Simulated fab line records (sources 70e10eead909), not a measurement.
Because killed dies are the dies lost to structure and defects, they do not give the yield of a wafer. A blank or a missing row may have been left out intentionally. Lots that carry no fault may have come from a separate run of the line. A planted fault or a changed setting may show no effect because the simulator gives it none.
fab line records	flow nand-harc
record lots=6	wafers=18	last-day=33
route steps=1302 shown P_CONTACT@248 P_M0@253 END@1302
lots with no fault: from the same line, run without faults
start-h: start of the lot's first displayed wafer, in hours after the record's first day	wait-h: hours from the lot's prior step to this one	" the same as in the row above	L1.1+2: several wafers, shown together as one row	- no value, or no start given	* or withheld: withheld	< > ~ a bound
route shown NAME@n: names a module that has steps shown in the file, with the first one's number in the route	usual: mean/standard deviation taken from wafers without a fault	same: alike in all rows	chamber/n: place in a boat	sites: the reading at each site	_std_site: standard deviation of those values	_edge_site: outer sites' mean less inner sites'	radius-mm: how far each site lies from the wafer's centre	mask NAME#n: copy n	behind: the most recent tool/chamber to have shaped the wafer	hold: why the lot went on hold/how many hours it stayed there/how the hold came to an end	device: the n, p or np transistor that did not switch	end of line: the tests these same wafers got at the end of their route	a step with no rows: only its recipe	killed: the dies lost at the first sort to structure and to defects; this is not the yield of the wafer	map: a wafer's dies, marking killed ones x, the rest . and places with no die _
set.NAME: the setting the step ran with; set.NAME@STEP: the setting that earlier step ran with	model.NAME: the simulator's own value behind a step, which no gauge read
lots at some steps of the route; a table a step, a row a wafer
services: a tool's chamber out of use, with start hour (start-h, from the record's first day; less than 0 if before it), hours out, and reason
## steps
# step NHARC_P_CONTACT_CVD_23
# recipe target-thk-a=2000	temp-c=300	pressure-torr=40	wf6-flow-sccm=40	h2-flow-sccm=1600	ar-flow-sccm=1560	time-s=557	material=W
# usual heater-power-w=490/22	throttle-valve-pct=7.94/0.17
lot.wafer	tool	chamber	start-h	wait-h	heater-power-w	throttle-valve-pct
L838.2	cvd-w-02	0	-	-	525	7.94
L838.4	"	0	"	"	519	7.76
L838.6	"	1	"	"	481	7.82
L843.3	cvd-w-02	0	-	-	529	7.88
L843.4	"	1	"	"	481	7.72
L843.5	"	0	"	"	525	8.24
L855.1	cvd-w-02	1	-	-	476	8.24
L855.5	"	0	"	"	510	7.88
L855.6	"	1	"	"	487	8.05
L856.2	cvd-w-01	0	-	-	478	7.99
L856.5	"	1	"	"	482	7.79
L856.6	"	0	"	"	476	7.84
L859.4	cvd-w-02	0	-	-	522	7.81
L859.3	"	1	"	"	493	8.19
L859.6	"	0	"	"	510	8.21
L860.1	cvd-w-01	1	-	-	468	7.96
L860.6	"	1	"	"	482	7.88
L860.5	"	0	"	"	489	8.15
# step NHARC_P_CONTACT_CMP_24
# recipe t-overpolish-s=30	target-thk-nm=200
# usual motor-current-A=12.3/1.2	overpolish-run-s=30.000/0.0092	time-to-endpoint-s=40.1/2.4
lot.wafer	tool	chamber	start-h	wait-h	motor-current-A	overpolish-run-s	time-to-endpoint-s
L838.4	cmp-04	3	129.22	0.3	12.3	30.011	44.2
L838.2	"	0	"	"	12.7	29.993	42.2
L838.6	"	0	"	"	13.1	30.005	39.9
L843.4	cmp-03	0	182.40	0.3	13.0	30.003	39.2
L843.3	"	2	"	"	15.2	29.996	43.0
L843.5	"	0	"	"	12.3	30.002	38.9
L855.1	cmp-03	2	307.16	0.5	15.0	30.009	37.7
L855.6	"	1	"	"	11.4	29.993	37.9
L855.5	"	2	"	"	15.6	29.997	37.6
L856.2	cmp-03	1	311.99	0.5	12.0	30.009	39.2
L856.6	"	3	"	"	11.4	30.017	40.3
L856.5	"	0	"	"	13.1	29.998	38.8
L859.3	cmp-02	2	338.30	0.3	13.6	29.995	40.9
L859.4	"	3	"	"	12.8	29.991	38.4
L859.6	"	0	"	"	11.1	29.982	44.0
L860.1	cmp-04	3	349.86	0.6	11.9	30.003	41.2
L860.6	"	2	"	"	12.7	29.993	39.4
L860.5	"	3	"	"	11.6	30.013	39.0
# step NHARC_P_CONTACT_SRD_26
# step NHARC_P_CONTACT_INSPECT_27
# usual raw-defect-count=304/120
lot.wafer	tool	chamber	start-h	wait-h	raw-defect-count
L838.2	defect-inspect-02	-	129.62	0.1	421
L838.4	"	-	"	"	220
L838.6	"	-	"	"	184
L843.3	defect-inspect-02	-	182.81	0.1	145
L843.4	"	-	"	"	177
L843.5	"	-	"	"	216
L855.1	defect-inspect-01	-	307.54	0.1	160
L855.5	"	-	"	"	169
L855.6	"	-	"	"	182
L856.2	defect-inspect-01	-	312.34	0.1	627
L856.5	"	-	"	"	276
L856.6	"	-	"	"	561
L859.3	defect-inspect-02	-	338.65	0.1	379
L859.4	"	-	"	"	942
L859.6	"	-	"	"	332
L860.1	defect-inspect-02	-	350.24	0.1	227
L860.5	"	-	"	"	256
L860.6	"	-	"	"	249
# step NHARC_P_M0_DEP_00
# recipe target-thk-a=1500	target-thk-nm=150	temp-c=withheld	pressure-torr=5	flow-sccm=200	rf-w=600	material=SiOC
# step NHARC_P_M0_DEHYDRATE_01
# recipe temp-c=150	time-s=120
# step NHARC_P_M0_HMDS_02
# recipe time-s=30
# step NHARC_P_M0_COAT_33
# recipe temp-c=200	time-s=65
# step NHARC_P_M0_COAT_03
# recipe spin-rpm=1500	resist-thk-nm=90
# step NHARC_P_M0_SOFTBAKE_04
# recipe temp-c=105	time-s=55
# step NHARC_P_M0_EBR_05
# step NHARC_P_M0_EXPOSE_06
# recipe na=1.35	target-cd-nm=90	dose-mj=81.28	mask-id=P_M0
# usual exposure-dose-mJ-cm2=81.27/0.087
# same na=1.35
lot.wafer	tool	chamber	start-h	wait-h	mask	exposure-dose-mJ-cm2
L838.2	arfi-scanner-02	0	130.26	-	P_M0#0	81.37
L838.4	"	0	"	"	P_M0#0	81.40
L838.6	"	0	"	"	P_M0#0	81.44
L843.3	arfi-scanner-02	0	183.45	-	P_M0#0	81.29
L843.4	"	0	"	"	P_M0#0	81.34
L843.5	"	0	"	"	P_M0#0	81.37
L855.1	arfi-scanner-03	0	308.31	-	P_M0#0	106.65
L855.5	"	0	"	"	P_M0#0	106.66
L855.6	"	0	"	"	P_M0#0	106.57
L856.2	arfi-scanner-03	0	312.98	-	P_M0#0	101.54
L856.5	"	0	"	"	P_M0#0	101.53
L856.6	"	0	"	"	P_M0#0	101.57
L859.3	arfi-scanner-01	0	339.29	-	P_M0#0	81.31
L859.4	"	0	"	"	P_M0#0	81.21
L859.6	"	0	"	"	P_M0#0	81.31
L860.1	arfi-scanner-01	0	350.87	-	P_M0#0	81.04
L860.5	"	0	"	"	P_M0#0	81.11
L860.6	"	0	"	"	P_M0#0	81.19
# step NHARC_P_M0_PEB_07
# recipe peb-temp-c=100	peb-time-s=65
# step NHARC_P_M0_DEVELOP_08
# recipe develop-time-s=35	dev-temp-c=23
# step NHARC_P_M0_CD_MEAS_09
# recipe target-cd-nm=90	landing-energy-ev=500
# usual cd-nm=89.9/0.56
lot.wafer	tool	chamber	start-h	wait-h	cd-nm
L838.2	cd-sem-01	0	130.40	-	90.6
L838.4	"	0	"	"	89.8
L838.6	"	0	"	"	90.1
L843.3	cd-sem-01	0	183.59	-	89.0
L843.4	"	0	"	"	89.1
L843.5	"	0	"	"	89.4
L855.1	cd-sem-01	0	308.45	-	107.3
L855.5	"	0	"	"	106.8
L855.6	"	0	"	"	107.0
L856.2	cd-sem-02	0	313.11	-	104.0
L856.5	"	0	"	"	103.3
L856.6	"	0	"	"	104.4
L859.3	cd-sem-02	0	339.42	-	90.6
L859.4	"	0	"	"	91.1
L859.6	"	0	"	"	90.8
L860.1	cd-sem-01	0	351.01	-	89.8
L860.5	"	0	"	"	89.0
L860.6	"	0	"	"	89.9
# step NHARC_P_M0_OVL_MEAS_10
# recipe pitch-nm=180
# usual overlay-x-nm=0.1/0.67	overlay-y-nm=0.2/0.75
lot.wafer	tool	chamber	start-h	wait-h	overlay-x-nm	overlay-y-nm
L838.2	overlay-02	-	130.48	-	0.3	1.4
L838.4	"	-	"	"	0.3	1.5
L838.6	"	-	"	"	0.8	1.4
L843.3	overlay-01	-	183.67	-	0.8	0.0
L843.4	"	-	"	"	0.6	0.5
L843.5	"	-	"	"	0.8	0.6
L855.1	overlay-02	-	308.54	-	0.2	1.0
L855.5	"	-	"	"	-0.4	1.1
L855.6	"	-	"	"	0.3	1.3
L856.2	overlay-02	-	313.20	-	0.2	0.0
L856.5	"	-	"	"	0.2	-0.1
L856.6	"	-	"	"	0.2	0.0
L859.3	overlay-01	-	339.51	-	0.0	-1.1
L859.4	"	-	"	"	0.1	-1.2
L859.6	"	-	"	"	-0.1	-0.8
L860.1	overlay-01	-	351.10	-	-0.2	0.9
L860.5	"	-	"	"	-0.3	1.1
L860.6	"	-	"	"	0.1	0.9
# step NHARC_P_M0_INSPECT_11
# usual raw-defect-count=4.4/2.8
lot.wafer	tool	chamber	start-h	wait-h	raw-defect-count
L838.2	defect-inspect-01	-	130.52	0.0	5
L838.4	"	-	"	"	3
L838.6	"	-	"	"	2
L843.3	defect-inspect-01	-	183.71	0.0	5
L843.4	"	-	"	"	7
L843.5	"	-	"	"	4
L855.1	defect-inspect-02	-	308.58	0.0	7
L855.5	"	-	"	"	9
L855.6	"	-	"	"	10
L856.2	defect-inspect-01	-	313.24	0.0	4
L856.5	"	-	"	"	8
L856.6	"	-	"	"	5
L859.3	defect-inspect-02	-	339.55	0.0	3
L859.4	"	-	"	"	4
L859.6	"	-	"	"	3
L860.1	defect-inspect-01	-	351.14	0.0	0
L860.5	"	-	"	"	4
L860.6	"	-	"	"	5
# step NHARC_P_M0_DESCUM_14
# recipe time-s=3	o2-flow-sccm=200	ar-flow-sccm=0	bias-power-w=0	chemistry=O2
# usual drypump-motor-current-A=5.7/0.5	oes-product-au=0.999/0.0079	rf-vpp-V=57.7/0.94	showerhead-plenum-p-Torr=1.85/0.095	throttle-valve-pct=11.312/0.0086
# same bias-power-w=0
lot.wafer	tool	chamber	start-h	wait-h	drypump-motor-current-A	oes-product-au	rf-hours-counter-h	rf-vpp-V	showerhead-plenum-p-Torr	throttle-valve-pct	model.P_M0.cd-nm
L838.2	rie-diel-01	1	130.59	0.1	5.8	0.985	34	57.1	1.86	11.313	90.72
L838.4	"	3	"	"	6.8	1.000	37	57.9	1.79	11.313	90.4
L838.6	"	1	"	"	5.8	0.995	-	58.2	1.86	11.334	90.13
L843.3	rie-diel-11	1	183.78	0.1	5.5	1.009	16	57.0	1.78	11.323	89.47
L843.4	"	0	"	"	6.4	0.999	-	57.8	1.83	11.312	89.69
L843.5	"	1	"	"	5.5	1.002	-	56.5	1.78	11.313	89.67
L855.1	rie-diel-01	3	308.65	0.1	6.8	0.988	27	58.1	1.77	11.308	106.8
L855.5	"	2	"	"	5.9	0.993	-	59.2	1.98	11.304	106.5
L855.6	"	3	"	"	6.8	0.988	-	57.8	1.77	11.310	107.2
L856.2	rie-diel-11	1	313.50	0.3	5.5	1.001	6	58.6	1.77	11.302	103.9
L856.6	"	1	"	"	5.5	1.009	-	57.8	1.77	11.323	103.9
L856.5	"	2	"	"	5.1	1.005	-	58.9	2.07	11.310	103.6
L859.3	rie-diel-04	2	339.61	0.1	5.4	0.996	58	59.8	1.80	11.324	90.45
L859.4	"	1	"	"	5.0	1.004	54	57.5	1.78	11.307	90.9
L859.6	"	3	"	"	5.4	0.997	-	58.0	1.88	11.315	89.89
L860.1	rie-diel-01	3	351.22	0.1	6.8	0.985	45	57.6	1.77	11.303	89.83
L860.5	"	1	"	"	5.9	0.999	-	57.8	1.84	11.310	89.01
L860.6	"	2	"	"	5.8	0.996	-	57.9	1.97	11.311	89.8
# step NHARC_P_M0_ETCH_34
# recipe target-depth-a=400	overetch-a=120	time-s=43.94	ion-energy-ev=200	n2-flow-sccm=150	h2-flow-sccm=150	ar-flow-sccm=0	rf-w=400	bias-w=150	chemistry=N2/H2
# usual drypump-motor-current-A=5.7/0.49	oes-product-au=1.001/0.0078	rf-vpp-V=429/3.1	showerhead-plenum-p-Torr=1.98/0.11	throttle-valve-pct=14.170/0.0083
lot.wafer	tool	chamber	start-h	wait-h	drypump-motor-current-A	oes-product-au	rf-hours-counter-h	rf-vpp-V	showerhead-plenum-p-Torr	throttle-valve-pct
L838.4	rie-diel-01	0	130.70	0.1	5.4	0.997	36	431	2.00	14.176
L838.2	"	1	"	"	5.8	1.001	34	428	1.98	14.156
L838.6	"	3	"	"	6.8	0.998	-	425	1.90	14.176
L843.3	rie-diel-11	0	183.87	0.1	6.3	0.989	16	429	1.95	14.167
L843.5	"	1	"	"	5.5	1.010	-	427	1.89	14.157
L843.4	"	2	"	"	5.1	1.000	-	426	1.88	14.169
L855.1	rie-diel-01	0	308.74	0.1	5.4	0.993	26	429	1.99	14.167
L855.6	"	2	"	"	5.8	0.990	-	433	2.11	14.172
L855.5	"	3	"	"	6.9	1.004	-	426	1.89	14.172
L856.2	rie-diel-11	0	313.60	0.1	6.3	1.004	5	428	1.94	14.175
L856.6	"	1	"	"	5.5	1.009	-	425	1.88	14.148
L856.5	"	2	"	"	5.1	1.002	-	436	2.22	14.175
L859.4	rie-diel-04	1	340.04	0.4	5.0	1.004	54	427	1.89	14.163
L859.3	"	2	"	"	5.4	0.989	59	427	1.92	14.173
L859.6	"	1	"	"	5.0	1.006	-	428	1.89	14.177
L860.1	rie-diel-01	3	351.29	0.1	6.9	0.996	45	424	1.88	14.177
L860.6	"	2	"	"	5.8	0.991	-	432	2.10	14.189
L860.5	"	3	"	"	6.9	1.005	-	426	1.88	14.163
# step NHARC_P_M0_ETCH_15
# recipe target-depth-a=1500	overetch-a=150	time-s=82.5	c4f8-flow-sccm=withheld	ar-flow-sccm=400	rf-w=600	bias-w=300	chemistry=C4F8/Ar
# usual oes-product-au=0.954/0.021	rf-vpp-V=439/3.1
lot.wafer	tool	chamber	start-h	wait-h	oes-product-au	rf-hours-counter-h	rf-vpp-V	model.P_M0.cd-nm
L838.2	rie-diel-01	1	-	-	0.921	34	441	90.78
L838.4	"	2	"	"	0.931	37	443	90.22
L838.6	"	1	"	"	0.922	-	439	90.07
L843.3	rie-diel-11	0	-	-	0.950	16	440	89.72
L843.5	"	2	"	"	0.962	-	436	89.82
L843.4	"	0	"	"	0.939	-	437	89.29
L855.1	rie-diel-01	3	-	-	0.952	27	436	107.1
L855.5	"	0	"	"	0.967	-	439	106.9
L855.6	"	1	"	"	0.964	-	439	107.6
L856.2	rie-diel-11	0	-	-	0.918	5	438	103.8
L856.6	"	1	"	"	0.927	-	436	103.7
L856.5	"	2	"	"	0.911	-	446	103.4
L859.4	rie-diel-04	2	-	-	0.923	59	437	91.04
L859.3	"	0	"	"	0.939	47	445	90.29
L859.6	"	1	"	"	0.944	-	436	90.19
L860.1	rie-diel-01	1	-	-	0.940	42	440	90.06
L860.5	"	0	"	"	0.972	-	439	89.35
L860.6	"	1	"	"	0.946	-	437	89.91
# step NHARC_P_M0_CD_MEAS_16
# usual cd-nm=89.9/0.7
lot.wafer	tool	chamber	start-h	wait-h	cd-nm
L838.2	cd-sem-01	-	130.92	-	90.4
L838.4	"	-	"	"	90.3
L838.6	"	-	"	"	90.1
L843.3	cd-sem-03	-	184.12	-	89.8
L843.4	"	-	"	"	89.4
L843.5	"	-	"	"	89.6
L855.1	cd-sem-02	-	308.94	-	107.1
L855.5	"	-	"	"	107.2
L855.6	"	-	"	"	107.9
L856.2	cd-sem-03	-	313.80	-	104.1
L856.5	"	-	"	"	103.0
L856.6	"	-	"	"	103.8
L859.3	cd-sem-03	-	340.25	-	90.3
L859.4	"	-	"	"	91.0
L859.6	"	-	"	"	90.2
L860.1	cd-sem-01	-	351.50	-	90.0
L860.5	"	-	"	"	89.6
L860.6	"	-	"	"	90.1
# step NHARC_END_SORT_01
# recipe temp-c=25
# usual defect-limited-yield=90/3.3	killed-at-array=61/23	killed-at-other=1.3/1.4	killed-at-periphery=4.0/2.6	killed-dies=66/22	killed-open=3.4/1.8	killed-short=2.3/1.4
# same gross-dies=677
lot.wafer	tool	chamber	start-h	wait-h	defect-limited-yield[%]	killed-at-array	killed-at-other	killed-at-periphery	killed-dies	killed-open	killed-short
L838.2	prober-02	0	571.49	2.8	92	55	0	2	57	1	2
L838.4	prober-02	0	573.07	3.4	90	62	2	4	68	4	3
L838.6	prober-02	0	574.65	4.0	90	63	1	3	67	3	2
L843.3	prober-02	0	622.79	3.1	95	26	0	6	32	3	1
L843.4	prober-02	0	623.59	3.4	96	24	0	1	25	5	3
L843.5	prober-02	0	624.39	3.7	96	25	0	1	26	6	3
L856.2	prober-01	0	762.73	2.8	92	52	2	3	57	1	2
L856.5	prober-01	0	765.15	3.7	92	41	2	8	51	1	0
L856.6	prober-01	0	765.96	4.0	93	44	2	3	49	5	2
L860.1	prober-01	0	779.85	2.5	94	39	3	0	42	2	2
L860.5	prober-01	0	783.03	3.7	93	46	1	3	50	5	2
L860.6	prober-01	0	783.82	4.0	91	54	1	4	59	5	1
# killed by level:class
L838.2 A_CHANNEL_HOLE_D1:chamber-film-flake=29 A_CHANNEL_HOLE_D2:chamber-film-flake=7 A_STAIRCASE:chamber-film-flake=7 A_CHANNEL_FILL_D1:geometric-particle:short=2 A_CONTACT:chamber-film-flake=2 A_CONTACT:unspecified=2 A_M0:chamber-film-flake=2 A_BLC:geometric-particle:open=1
L838.4 A_CHANNEL_HOLE_D1:chamber-film-flake=34 A_CHANNEL_HOLE_D2:chamber-film-flake=7 A_STAIRCASE:chamber-film-flake=5 A_WL_FILL:chamber-film-flake=4 A_CONTACT:unspecified=4 A_WL_FILL:geometric-particle:short=2 P_ZERO_WELL:chamber-film-flake=2 P_M1:geometric-particle:open=1
L838.6 A_CHANNEL_HOLE_D1:chamber-film-flake=32 A_CHANNEL_HOLE_D2:chamber-film-flake=10 A_CONTACT:chamber-film-flake=6 A_STAIRCASE:chamber-film-flake=5 A_CONTACT:unspecified=3 P_M1:geometric-particle:open=1 A_DECK1_JOINT:geometric-particle:open=1 A_WL_FILL:geometric-particle:short=1
L843.3 A_CHANNEL_HOLE_D2:chamber-film-flake=10 P_ZERO_WELL:chamber-film-flake=4 A_CHANNEL_HOLE_D1:chamber-film-flake=4 A_CONTACT:chamber-film-flake=3 P_M0:geometric-particle:open=2 A_SLIT:chamber-film-flake=2 A_WL_FILL:chamber-film-flake=2 A_M1:chamber-film-flake=2
L843.4 A_CHANNEL_HOLE_D2:chamber-film-flake=10 A_CHANNEL_HOLE_D1:chamber-film-flake=3 A_CHANNEL_HOLE_D2:geometric-particle:open=2 A_ONON_D1:geometric-particle:short=1 A_DECK1_JOINT:geometric-particle:short=1 A_SLIT:geometric-particle:short=1 A_SLIT:geometric-particle:open=1 A_BLC:geometric-particle:open=1
L843.5 A_CHANNEL_HOLE_D2:chamber-film-flake=8 A_CHANNEL_FILL_D1:geometric-particle:short=2 A_CHANNEL_FILL_D2:geometric-particle:open=2 A_M0:geometric-particle:open=2 A_CHANNEL_HOLE_D1:chamber-film-flake=2 A_WL_FILL:chamber-film-flake=2 A_M1:chamber-film-flake=2 A_CHANNEL_FILL_D2:geometric-particle:short=1
L856.2 A_CHANNEL_HOLE_D1:chamber-film-flake=31 A_SLIT:chamber-film-flake=9 A_STAIRCASE:chamber-film-flake=3 P_GATE:chamber-film-flake=2 A_DECK1_JOINT:chamber-film-flake=2 A_CONTACT:chamber-film-flake=2 THIN_TSV:chamber-film-flake=2 A_CHANNEL_HOLE_D1:geometric-particle:short=1
L856.5 A_CHANNEL_HOLE_D1:chamber-film-flake=30 A_SLIT:chamber-film-flake=4 P_GATE:chamber-film-flake=3 P_ZERO_WELL:chamber-film-flake=2 P_BONDPAD:chamber-film-flake=2 A_DECK1_JOINT:chamber-film-flake=2 A_STAIRCASE:chamber-film-flake=2 THIN_TSV:chamber-film-flake=2
L856.6 A_CHANNEL_HOLE_D1:chamber-film-flake=29 A_CONTACT:chamber-film-flake=3 A_CHANNEL_FILL_D1:geometric-particle:open=2 A_ZERO_WELL:chamber-film-flake=2 A_STAIRCASE:chamber-film-flake=2 A_SLIT:chamber-film-flake=2 P_CONTACT:geometric-particle:open=1 A_DECK1_JOINT:geometric-particle:short=1
L860.1 A_CHANNEL_HOLE_D1:chamber-film-flake=12 A_SLIT:chamber-film-flake=8 A_CONTACT:chamber-film-flake=6 A_CHANNEL_FILL_D1:chamber-film-flake=4 THIN_TSV:chamber-film-flake=3 A_CHANNEL_FILL_D2:chamber-film-flake=2 A_DECK1_JOINT:geometric-particle:short=1 A_CHANNEL_FILL_D2:geometric-particle:short=1
L860.5 A_CHANNEL_HOLE_D1:chamber-film-flake=20 A_SLIT:chamber-film-flake=8 A_CONTACT:chamber-film-flake=5 A_WL_FILL:chamber-film-flake=3 A_BLC:geometric-particle:open=2 A_CHANNEL_FILL_D2:chamber-film-flake=2 P_GATE:geometric-particle:open=1 A_ONON_D1:geometric-particle:short=1
L860.6 A_CHANNEL_HOLE_D1:chamber-film-flake=23 A_SLIT:chamber-film-flake=12 A_CONTACT:chamber-film-flake=10 P_M0:geometric-particle:open=4 A_WL_FILL:chamber-film-flake=3 A_CHANNEL_FILL_D1:chamber-film-flake=2 A_WL_FILL:geometric-particle:open=1 STARTING-WAFER:geometric-particle:short=1
## services
tool	chamber	start-h	hours	kind
rie-diel-04	0	110.78	6.1	repair
cmp-04	-	111.10	4.0	pm
arfi-scanner-03	-	120.58	4.4	repair
rie-diel-04	1	124.06	3.2	repair
arfi-scanner-01	-	127.57	2.0	repair
arfi-scanner-02	-	140.00	4.0	pm
cmp-03	-	163.23	4.0	pm
rie-diel-11	3	173.97	12.4	repair
rie-diel-04	-	179.00	9.0	pm
rie-diel-01	-	186.97	0.3	repair
rie-diel-04	1	196.42	7.9	repair
rie-diel-01	-	203.93	9.0	pm
rie-diel-11	0	210.85	1.4	repair
rie-diel-11	2	213.03	10.5	repair
rie-diel-01	3	214.27	5.0	repair
rie-diel-11	2	226.45	10.4	repair
cmp-03	-	229.11	0.7	repair
rie-diel-11	-	239.02	0.7	repair
cmp-03	-	252.05	40.1	repair
rie-diel-04	1	254.60	6.7	repair
rie-diel-11	-	255.50	9.0	pm
cvd-w-02	-	269.00	13.0	pm
rie-diel-04	0	270.80	19.2	repair
cvd-w-02	-	346.52	4.5	repair
## key
first-sign step=NHARC_P_M0_EXPOSE_06	reading=exposure-dose-mJ-cm2	direction=up	sigmas=99+	usual=81.27	struck=104.09
effect step=NHARC_P_M0_CD_MEAS_09	reading=cd-nm	direction=up	sigmas=28	usual=89.9	struck=105.5	through=control-loop
effect step=NHARC_P_M0_CD_MEAS_16	reading=cd-nm	direction=up	sigmas=22	usual=89.9	struck=105.5	through=control-loop
model-effect step=NHARC_P_M0_DESCUM_14	value=P_M0.cd-nm	without=90.09	struck=105.3
model-effect step=NHARC_P_M0_ETCH_15	value=P_M0.cd-nm	without=90.18	struck=105.4
met-at NHARC_P_M0_EXPOSE_06
struck-wafers L855.1,L855.5,L855.6,L856.2,L856.5,L856.6
loop-trim step=NHARC_P_M0_EXPOSE_06	setting=dose	lots=L856
fault kind=process-parameter-drift	tool=arfi-scanner-03	chamber=-	onset-h=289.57	steps=NHARC_P_M0_EXPOSE_06	channel=dose-mj	offset=25.271	shape=step	acts-in=these-recipes-only	stated=81.28
# loop-trim: a control loop set the setting to another value than it would have without faults
